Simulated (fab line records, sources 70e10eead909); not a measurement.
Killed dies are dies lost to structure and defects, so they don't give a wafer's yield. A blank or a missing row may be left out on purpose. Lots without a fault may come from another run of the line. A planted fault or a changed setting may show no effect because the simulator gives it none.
fab line records | flow nand_harc
record lots=24 wafers=72 last_day=25
route steps=1159 shown A_STAIRCASE@692 A_SLIT@790
lots that met no fault: from a run of the same line without faults
start_h: hours from the record's first day to the start of the lot's first wafer shown | wait_h: hours since the lot's step before | " the same as in the row above | L1.1+2: a row that stands for several wafers | - no value, or no start given | * or withheld: withheld | < > ~ a bound
route shown NAME@n: a module of which the file shows steps, and the number in the route of the first | usual: mean/standard deviation of fault-free wafers | same: alike in all rows | chamber/n: place in a boat | sites: the reading at each site | _std_site: their standard deviation | _edge_site: outer sites' mean less inner sites' | radius_mm: how far each site lies from the wafer's centre | mask NAME#n: copy n | behind: the tool/chamber that last shaped the wafer | hold: why the lot was held/for how many hours/how that ended | device: the transistor (n, p or np) that didn't switch | end of line: the same wafers' tests at the end of the route | a step without rows: its recipe alone | killed: dies lost to structure and defects at the first sort, not the wafer's yield | map: a wafer's dies, x killed, . not, _ none there
set.NAME: the setting as run; set.NAME@STEP: as run at that earlier step | model.NAME: the simulator's own value behind a step, which no gauge read
steps of the route over a sample of lots; a table a step, a row a wafer
services: from which hour (start_h, from the record's first day; less than 0 if before it) a tool's chamber was out of use, for how many hours, and why
## steps
# step NHARC_A_STAIRCASE_ETCH_315
# recipe target_depth_a=25000 time_s=607.1 ion_energy_ev=800 c4f8_flow_sccm=80 o2_flow_sccm=60 ar_flow_sccm=withheld rf_w=600 bias_w=3000 chemistry=C4F8/O2/Ar
# usual bias_w=3000/9.5 oes_product_au=0.929/0.0081 rf_vpp_V=1825/12
# columns lot.wafer tool chamber start_h wait_h bias_w oes_product_au rf_hours_counter_h rf_vpp_V
L074.1 rie_diel-04 2 - - 3000 0.932 48 1825
L074.5 " 1 " " 3007 0.928 - 1825
L074.4 " 2 " " 2988 0.925 - 1826
L077.3 rie_diel-04 1 - - 2996 0.912 59 1825
L077.4 " 2 " " 3006 0.917 - 1824
L077.6 " 1 " " 2995 0.915 - 1825
L075.2 rie_diel-04 0 - - 2989 0.930 60 1833
L075.6 " 0 " " 3003 0.937 - 1834
L075.4 " 1 " " 3000 0.928 - 1825
L076.2 rie_diel-01 0 - - 2995 0.932 35 1837
L076.1 " 3 " " 2993 0.929 41 1837
L076.6 " 0 " " 2991 0.926 - 1836
L078.4 rie_diel-08 2 - - 3010 0.931 60 1845
L078.3 " 1 " " 2994 0.924 57 1818
L078.5 " 3 " " 2998 0.915 - 1809
L079.2 rie_diel-08 2 - - 2992 0.929 62 1844
L079.3 " 0 " " 2994 0.927 60 1809
L079.5 " 2 " " 3006 0.926 - 1845
L080.2 rie_diel-01 0 - - 3002 0.928 40 1838
L080.1 " 2 " " 2995 0.931 59 1831
L080.3 " 3 " " 2992 0.930 46 1839
L082.2 rie_diel-01 2 - - 2994 0.926 62 1830
L082.3 " 3 " " 3007 0.934 49 1838
L082.6 " 2 " " 2992 0.932 - 1831
L081.4 rie_diel-01 1 - - 2990 0.923 60 1812
L081.1 " 0 " " 3008 0.926 44 1836
L081.6 " 2 " " 3021 0.937 - 1832
L084.4 rie_diel-08 0 - - 2984 0.929 0 1810
L084.1 " 2 " " 2996 0.945 0 1845
L084.6 " 0 " " 3007 0.923 - 1810
L083.4 rie_diel-08 2 - - 2994 0.927 4 1844
L083.2 " 0 " " 3011 0.927 4 1810
L083.5 " 2 " " 2996 0.940 - 1845
L087.4 rie_diel-08 0 - - 3009 0.923 14 1809
L087.1 " 2 " " 2995 0.936 13 1843
L087.5 " 0 " " 2995 0.921 - 1809
L086.1 rie_diel-08 2 - - 3019 0.928 14 1842
L086.4 " 3 " " 2990 0.936 14 1808
L086.2 " 0 " " 2988 0.926 15 1809
L088.4 rie_diel-04 0 - - 3008 0.947 21 1833
L088.3 " 1 " " 3005 0.938 14 1823
L088.5 " 0 " " 3013 0.947 - 1833
L085.3 rie_diel-08 0 - - 2996 0.919 16 1809
L085.1 " 3 " " 2978 0.931 14 1808
L085.6 " 1 " " 2996 0.936 - 1817
L089.1 rie_diel-08 3 - - 2988 0.939 16 1809
L089.4 " 3 " " 2994 0.931 - 1808
L089.5 " 0 " " 2999 0.915 - 1809
L090.1 rie_diel-01 1 - - 3020 0.928 11 1812
L090.3 " 2 " " 3013 0.935 9 1829
L090.6 " 0 " " 3007 0.926 - 1836
L091.4 rie_diel-01 1 - - 3009 0.925 13 1812
L091.2 " 2 " " 3001 0.928 11 1829
L091.6 " 0 " " 3000 0.924 - 1837
L092.2 rie_diel-01 3 - - 2986 0.924 12 1835
L092.3 " 1 " " 3006 0.932 13 1812
L092.6 " 3 " " 3018 0.919 - 1838
L093.4 rie_diel-08 2 - - 2989 0.939 26 1843
L093.3 " 3 " " 2996 0.944 26 1808
L093.2 " 0 " " 3015 0.928 28 1808
L094.4 rie_diel-08 2 - - 3011 0.931 29 1844
L094.5 " 3 " " 2984 0.925 - 1809
L094.6 " 0 " " 3002 0.928 - 1809
L095.2 rie_diel-04 3 - - 3005 0.943 28 1815
L095.5 " 0 " " 3013 0.928 - 1831
L095.6 " 1 " " 3002 0.939 - 1824
L097.4 rie_diel-01 0 - - 3003 0.921 25 1838
L097.3 " 2 " " 2999 0.934 22 1829
L097.6 " 0 " " 2993 0.922 - 1834
L096.3 rie_diel-08 0 - - 3016 0.918 39 1809
L096.4 " 1 " " 2999 0.929 34 1818
L096.5 " 1 " " 3009 0.928 - 1817
# step NHARC_A_STAIRCASE_ALD_420
# recipe target_thk_a=200 pulse_time_s=6 ald_cycles=200 temp_c=300 material=SiO2
# usual heater_power_w=481/56 precursor_pulse_height_rel=0.997/0.023
# same pulse_time_s=6
# columns lot.wafer tool chamber start_h wait_h heater_power_w precursor_pulse_height_rel
L074.4 ald_hk-03 0 265.66 - 528 0.989
L074.1 " 2 " " 415 1.029
L074.5 " 0 " " 522 1.016
L077.4 ald_hk-02 1 279.18 - 377 0.989
L077.3 " 2 " " 495 1.021
L077.6 " 1 " " 385 0.999
L075.4 ald_hk-03 2 284.30 - 420 1.009
L075.2 " 0 " " 531 0.989
L075.6 " 2 " " 406 1.021
L076.2 ald_hk-01 3 284.30 - 454 0.997
L076.1 " 1 " " 409 0.990
L076.6 " 3 " " 446 0.994
L078.3 ald_hk-03 1 287.08 - 557 1.016
L078.4 " 3 " " 565 0.972
L078.5 " 0 " " 525 1.012
L079.2 ald_hk-02 2 294.86 - 455 0.995
L079.3 " 0 " " 457 0.972
L079.5 " 3 " " 485 1.005
L080.3 ald_hk-03 0 294.86 - 523 1.000
L080.2 " 1 " " 564 1.013
L080.1 " 2 " " 419 1.024
L082.3 ald_hk-03 0 309.09 - 516 1.004
L082.2 " 2 " " 413 1.013
L082.6 " 0 " " 528 0.997
L081.4 ald_hk-03 0 313.59 - 539 0.981
L081.1 " 2 " " 412 0.952
L081.6 " 3 " " 568 0.994
L084.1 ald_hk-03 1 321.54 - 549 0.963
L084.4 " 3 " " 564 0.981
L084.6 " 2 " " 413 0.988
L083.2 ald_hk-01 0 329.05 - 452 0.959
L083.4 " 1 " " 414 0.976
L083.5 " 3 " " 455 0.981
L086.1 ald_hk-02 2 347.41 - 459 0.957
L086.4 " 0 " " 450 0.963
L086.2 " 1 " " 403 0.998
L087.1 ald_hk-01 1 347.72 - 413 0.995
L087.4 " 2 " " 543 1.031
L087.5 " 0 " " 458 1.007
L088.3 ald_hk-02 1 351.66 - 402 0.948
L088.4 " 2 " " 452 1.010
L088.5 " 0 " " 453 0.951
L085.3 ald_hk-01 1 352.00 - 406 0.989
L085.1 " 2 " " 541 0.965
L085.6 " 3 " " 457 1.005
L089.1 ald_hk-02 0 354.33 - 449 0.993
L089.4 " 1 " " 411 1.000
L089.5 " 1 " " 398 0.987
L090.1 ald_hk-02 1 364.26 - 405 1.014
L090.3 " 3 " " 493 1.038
L090.6 " 2 " " 451 0.979
L091.4 ald_hk-03 3 368.30 - 512 0.995
L091.2 " 0 " " 496 0.958
L091.6 " 0 " " 506 1.004
L092.2 ald_hk-03 3 369.57 - 522 1.047
L092.3 " 0 " " 519 0.986
L092.6 " 1 " " 556 1.015
L093.2 ald_hk-03 3 379.78 - 513 1.016
L093.4 " 0 " " 509 0.997
L093.3 " 1 " " 565 1.003
L095.2 ald_hk-02 1 388.50 - 409 0.995
L095.5 " 1 " " 388 0.966
L095.6 " 2 " " 451 0.965
L094.4 ald_hk-01 3 388.51 - 458 1.004
L094.5 " 3 " " 459 1.009
L094.6 " 0 " " 489 0.986
L097.4 ald_hk-01 3 402.37 - 476 1.014
L097.3 " 0 " " 473 0.992
L097.6 " 2 " " 540 0.957
L096.4 ald_hk-02 1 410.62 - 394 1.004
L096.3 " 0 " " 463 1.013
L096.5 " 2 " " 446 1.047
# step NHARC_A_STAIRCASE_STRIP_446
# recipe power_w=1500 temp_c=250 chemistry=O2
# usual drypump_motor_current_A=5.9/0.48 heater_power_w=339/22
# columns lot.wafer tool chamber start_h wait_h drypump_motor_current_A heater_power_w rf_hours_counter_h
L074.1 plasma_asher-01 1 301.39 0.1 5.8 318 6
L074.4 " 1 " " 5.7 331 -
L074.5 " 1 " " 5.8 325 -
L077.3 plasma_asher-02 0 316.52 0.2 5.9 332 -
L077.4 " 1 " " 5.3 377 -
L077.6 " 0 " " 5.8 344 -
L076.2 plasma_asher-01 0 316.60 0.2 6.6 328 10
L076.1 " 1 " " 5.7 328 10
L076.6 " 0 " " 6.6 327 -
L075.2 plasma_asher-02 1 318.06 0.3 5.3 380 41
L075.4 " 1 " " 5.3 377 -
L075.6 " 0 " " 5.8 343 -
L078.4 plasma_asher-01 1 318.59 0.3 5.7 319 -
L078.3 " 0 " " 6.6 326 -
L078.5 " 1 " " 5.7 324 -
L080.1 plasma_asher-02 0 330.20 0.0 5.8 334 47
L080.2 " 1 " " 5.3 378 47
L080.3 " 1 " " 5.3 378 -
L079.2 plasma_asher-02 0 330.53 0.2 5.8 335 47
L079.3 " 0 " " 5.8 340 -
L079.5 " 1 " " 5.3 382 -
L081.1 plasma_asher-01 1 345.80 0.0 5.8 319 20
L081.4 " 0 " " 6.5 313 -
L081.6 " 0 " " 6.5 334 -
L082.2 plasma_asher-01 1 346.08 0.2 5.8 323 21
L082.3 " 1 " " 5.8 325 -
L082.6 " 1 " " 5.7 328 -
L084.1 plasma_asher-01 1 361.31 0.1 5.7 327 24
L084.4 " 1 " " 5.7 327 -
L084.6 " 1 " " 5.7 336 -
L083.2 plasma_asher-01 0 363.70 0.5 6.6 322 26
L083.4 " 1 " " 5.8 319 -
L083.5 " 0 " " 6.6 314 -
L087.1 plasma_asher-02 1 381.14 0.1 5.3 381 3
L087.4 " 1 " " 5.3 372 -
L087.5 " 1 " " 5.3 374 -
L086.1 plasma_asher-01 1 381.24 0.0 5.8 327 34
L086.2 " 0 " " 6.7 320 34
L086.4 " 0 " " 6.6 325 -
L088.4 plasma_asher-02 0 389.86 0.2 5.8 342 -
L088.3 " 1 " " 5.3 371 -
L088.5 " 0 " " 5.8 337 -
L089.1 plasma_asher-02 1 390.09 0.3 5.3 356 7
L089.4 " 1 " " 5.3 380 -
L089.5 " 1 " " 5.3 373 -
L085.1 plasma_asher-01 1 390.24 0.2 5.7 326 38
L085.3 " 1 " " 5.7 327 -
L085.6 " 1 " " 5.7 329 -
L092.2 plasma_asher-02 0 401.26 0.0 5.8 328 10
L092.3 " 1 " " 5.3 368 -
L092.6 " 0 " " 5.8 345 -
L090.1 plasma_asher-01 0 401.48 0.0 6.6 311 42
L090.3 " 1 " " 5.8 325 -
L090.6 " 1 " " 5.7 326 -
L091.2 plasma_asher-02 0 401.58 0.0 5.8 343 10
L091.4 " 0 " " 5.8 343 -
L091.6 " 1 " " 5.3 378 -
L093.2 plasma_asher-02 0 413.19 0.0 5.8 341 15
L093.3 " 0 " " 5.8 347 -
L093.4 " 1 " " 5.3 378 -
L094.4 plasma_asher-01 1 426.99 0.1 5.7 322 -
L094.6 " 1 " " 5.7 326 -
L094.5 " 0 " " 6.6 323 -
L095.2 plasma_asher-01 0 427.18 0.2 6.6 317 51
L095.5 " 0 " " 6.6 320 -
L095.6 " 1 " " 5.7 320 -
L097.3 plasma_asher-02 0 440.00 0.1 5.8 346 -
L097.4 " 1 " " 5.3 368 -
L097.6 " 1 " " 5.3 376 -
L096.3 plasma_asher-01 0 448.11 0.1 6.6 310 -
L096.4 " 1 " " 5.7 324 -
L096.5 " 0 " " 6.6 332 -
# step NHARC_A_STAIRCASE_INSPECT_155
# usual raw_defect_count=317/97
# columns lot.wafer tool chamber start_h wait_h raw_defect_count
L074.1 defect_inspect-01 - 304.01 0.1 313
L074.4 " - " " 328
L074.5 " - " " 381
L077.3 defect_inspect-01 - 319.12 0.1 319
L077.4 " - " " 148
L077.6 " - " " 285
L076.1 defect_inspect-01 - 319.29 0.1 166
L076.2 " - " " 249
L076.6 " - " " 271
L075.2 defect_inspect-02 - 320.69 0.1 276
L075.4 " - " " 192
L075.6 " - " " 244
L078.3 defect_inspect-01 - 321.17 0.1 420
L078.4 " - " " 312
L078.5 " - " " 315
L080.1 defect_inspect-01 - 332.83 0.1 239
L080.2 " - " " 330
L080.3 " - " " 262
L079.2 defect_inspect-02 - 333.12 0.1 327
L079.3 " - " " 449
L079.5 " - " " 237
L081.1 defect_inspect-01 - 348.40 0.1 391
L081.4 " - " " 347
L081.6 " - " " 319
L082.2 defect_inspect-02 - 348.73 0.1 238
L082.3 " - " " 351
L082.6 " - " " 394
L084.1 defect_inspect-01 - 363.99 0.1 295
L084.4 " - " " 202
L084.6 " - " " 311
L083.2 defect_inspect-01 - 366.30 0.1 479
L083.4 " - " " 393
L083.5 " - " " 505
L086.1 defect_inspect-01 - 383.96 0.1 497
L086.2 " - " " 280
L086.4 " - " " 319
L087.1 defect_inspect-01 - 384.01 0.1 224
L087.4 " - " " 187
L087.5 " - " " 203
L088.3 defect_inspect-01 - 392.43 0.1 287
L088.4 " - " " 381
L088.5 " - " " 503
L089.1 defect_inspect-02 - 392.76 0.1 215
L089.4 " - " " 214
L089.5 " - " " 348
L085.1 defect_inspect-01 - 392.86 0.1 331
L085.3 " - " " 233
L085.6 " - " " 364
L092.2 defect_inspect-02 - 403.91 0.1 424
L092.3 " - " " 339
L092.6 " - " " 540
L090.1 defect_inspect-01 - 404.20 0.1 231
L090.3 " - " " 255
L090.6 " - " " 279
L091.2 defect_inspect-02 - 404.37 0.1 264
L091.4 " - " " 344
L091.6 " - " " 432
L093.2 defect_inspect-01 - 415.81 0.1 532
L093.3 " - " " 443
L093.4 " - " " 316
L094.4 defect_inspect-02 - 429.53 0.1 208
L094.5 " - " " 325
L094.6 " - " " 247
L095.2 defect_inspect-02 - 429.80 0.1 289
L095.5 " - " " 177
L095.6 " - " " 313
L097.3 defect_inspect-01 - 442.56 0.1 579
L097.4 " - " " 319
L097.6 " - " " 565
L096.3 defect_inspect-02 - 450.91 0.1 504
L096.4 " - " " 349
L096.5 " - " " 331
# step NHARC_A_SLIT_CD_MEAS_09
# recipe target_cd_nm=300 landing_energy_ev=500
# usual cd_nm=300.2/0.48
# columns lot.wafer tool chamber start_h wait_h cd_nm
L074.1 cd_sem-02 0 315.97 - 300.3
L074.4 " 0 " " 300.2
L074.5 " 0 " " 300.0
L077.3 cd_sem-03 0 329.34 - 300.8
L077.4 " 0 " " 301.1
L077.6 " 0 " " 301.0
L076.1 cd_sem-01 0 329.36 - 300.1
L076.2 " 0 " " 300.6
L076.6 " 0 " " 300.0
L075.2 cd_sem-01 0 331.03 - 299.7
L075.4 " 0 " " 299.7
L075.6 " 0 " " 300.3
L078.3 cd_sem-01 0 331.28 - 299.6
L078.4 " 0 " " 300.7
L078.5 " 0 " " 299.3
L079.2 cd_sem-02 0 343.57 - 300.4
L079.3 " 0 " " 300.7
L079.5 " 0 " " 300.6
L080.1 cd_sem-01 0 344.14 - 300.2
L080.2 " 0 " " 300.1
L080.3 " 0 " " 300.0
L081.1 cd_sem-03 0 361.23 - 300.3
L081.4 " 0 " " 300.4
L081.6 " 0 " " 300.8
L082.2 cd_sem-03 0 361.46 - 300.8
L082.3 " 0 " " 300.2
L082.6 " 0 " " 300.6
L084.1 cd_sem-03 0 374.69 - 300.3
L084.4 " 0 " " 300.3
L084.6 " 0 " " 300.1
L083.2 cd_sem-02 0 374.96 - 300.9
L083.4 " 0 " " 300.6
L083.5 " 0 " " 300.9
L086.1 cd_sem-03 0 394.81 - 299.3
L086.2 " 0 " " 299.5
L086.4 " 0 " " 299.6
L087.1 cd_sem-01 0 394.99 - 299.4
L087.4 " 0 " " 299.9
L087.5 " 0 " " 300.0
L085.1 cd_sem-01 0 407.56 - 300.0
L085.3 " 0 " " 300.2
L085.6 " 0 " " 300.3
L089.1 cd_sem-03 0 407.78 - 299.6
L089.4 " 0 " " 299.9
L089.5 " 0 " " 300.1
L088.3 cd_sem-03 0 409.41 - 300.2
L088.4 " 0 " " 300.8
L088.5 " 0 " " 300.5
L091.2 cd_sem-03 0 416.13 - 300.5
L091.4 " 0 " " 301.4
L091.6 " 0 " " 300.6
L090.1 cd_sem-03 0 417.08 - 300.0
L090.3 " 0 " " 300.2
L090.6 " 0 " " 299.9
L092.2 cd_sem-03 0 418.24 - 299.6
L092.3 " 0 " " 299.9
L092.6 " 0 " " 299.7
L093.2 cd_sem-03 0 428.19 - 300.6
L093.3 " 0 " " 300.4
L093.4 " 0 " " 299.9
L095.2 cd_sem-03 0 440.36 - 300.3
L095.5 " 0 " " 299.9
L095.6 " 0 " " 299.9
L094.4 cd_sem-03 0 440.61 - 300.9
L094.5 " 0 " " 300.8
L094.6 " 0 " " 300.6
L097.3 cd_sem-03 0 454.33 - 299.7
L097.4 " 0 " " 300.1
L097.6 " 0 " " 299.9
L096.3 cd_sem-01 0 464.48 - 300.1
L096.4 " 0 " " 300.0
L096.5 " 0 " " 300.3
# step NHARC_A_SLIT_INSPECT_11
# usual raw_defect_count=20/11
# columns lot.wafer tool chamber start_h wait_h raw_defect_count
L074.1 defect_inspect-01 - 316.09 0.0 11
L074.4 " - " " 9
L074.5 " - " " 9
L077.3 defect_inspect-02 - 329.46 0.0 14
L077.4 " - " " 12
L077.6 " - " " 15
L076.1 defect_inspect-02 - 329.48 0.0 8
L076.2 " - " " 12
L076.6 " - " " 15
L075.2 defect_inspect-01 - 331.15 0.0 25
L075.4 " - " " 34
L075.6 " - " " 27
L078.3 defect_inspect-02 - 331.40 0.0 4
L078.4 " - " " 6
L078.5 " - " " 13
L079.2 defect_inspect-01 - 343.69 0.0 22
L079.3 " - " " 29
L079.5 " - " " 30
L080.1 defect_inspect-01 - 344.26 0.0 15
L080.2 " - " " 7
L080.3 " - " " 15
L081.1 defect_inspect-01 - 361.36 0.0 16
L081.4 " - " " 13
L081.6 " - " " 15
L082.2 defect_inspect-02 - 361.59 0.0 33
L082.3 " - " " 22
L082.6 " - " " 35
L084.1 defect_inspect-02 - 374.82 0.0 29
L084.4 " - " " 32
L084.6 " - " " 35
L083.2 defect_inspect-02 - 375.08 0.0 10
L083.4 " - " " 9
L083.5 " - " " 11
L086.1 defect_inspect-01 - 394.94 0.0 37
L086.2 " - " " 44
L086.4 " - " " 41
L087.1 defect_inspect-02 - 395.11 0.0 9
L087.4 " - " " 15
L087.5 " - " " 10
L085.1 defect_inspect-01 - 407.69 0.0 19
L085.3 " - " " 19
L085.6 " - " " 29
L089.1 defect_inspect-01 - 407.91 0.0 9
L089.4 " - " " 18
L089.5 " - " " 10
L088.3 defect_inspect-01 - 409.53 0.0 19
L088.4 " - " " 34
L088.5 " - " " 44
L091.2 defect_inspect-01 - 416.26 0.0 20
L091.4 " - " " 27
L091.6 " - " " 35
L090.1 defect_inspect-01 - 417.21 0.0 8
L090.3 " - " " 15
L090.6 " - " " 12
L092.2 defect_inspect-01 - 418.38 0.0 15
L092.3 " - " " 15
L092.6 " - " " 10
L093.2 defect_inspect-01 - 428.33 0.1 38
L093.3 " - " " 48
L093.4 " - " " 44
L095.2 defect_inspect-02 - 440.48 0.0 32
L095.5 " - " " 31
L095.6 " - " " 41
L094.4 defect_inspect-02 - 440.73 0.0 16
L094.5 " - " " 20
L094.6 " - " " 12
L097.3 defect_inspect-01 - 454.46 0.0 10
L097.4 " - " " 16
L097.6 " - " " 10
L096.3 defect_inspect-02 - 464.60 0.0 13
L096.4 " - " " 15
L096.5 " - " " 23
## services
# columns tool chamber start_h hours kind
rie_diel-08 0 256.70 - clean
rie_diel-08 1 256.70 - clean
rie_diel-08 2 256.70 - clean
rie_diel-08 3 256.70 - clean
rie_diel-04 3 257.33 51.6 repair
ald_hk-03 - 264.32 0.7 repair
plasma_asher-01 - 276.05 9.0 pm
plasma_asher-01 0 276.05 9.0 vent_cycle
plasma_asher-01 1 276.05 9.0 vent_cycle
rie_diel-08 0 281.20 - clean
rie_diel-08 1 281.20 - clean
plasma_asher-02 - 283.88 3.5 repair
plasma_asher-01 0 285.05 - clean
plasma_asher-01 1 285.05 - clean
rie_diel-08 - 302.10 9.0 pm
rie_diel-04 1 307.14 9.6 repair
rie_diel-01 - 315.57 9.0 pm
ald_hk-03 - 325.57 10.0 pm
plasma_asher-01 - 340.79 3.9 repair
rie_diel-08 1 346.30 13.8 repair
plasma_asher-02 - 360.08 9.0 pm
ald_hk-01 - 406.00 10.0 pm
rie_diel-04 2 418.50 1.2 repair
rie_diel-08 0 433.33 29.2 repair
## key
fault none
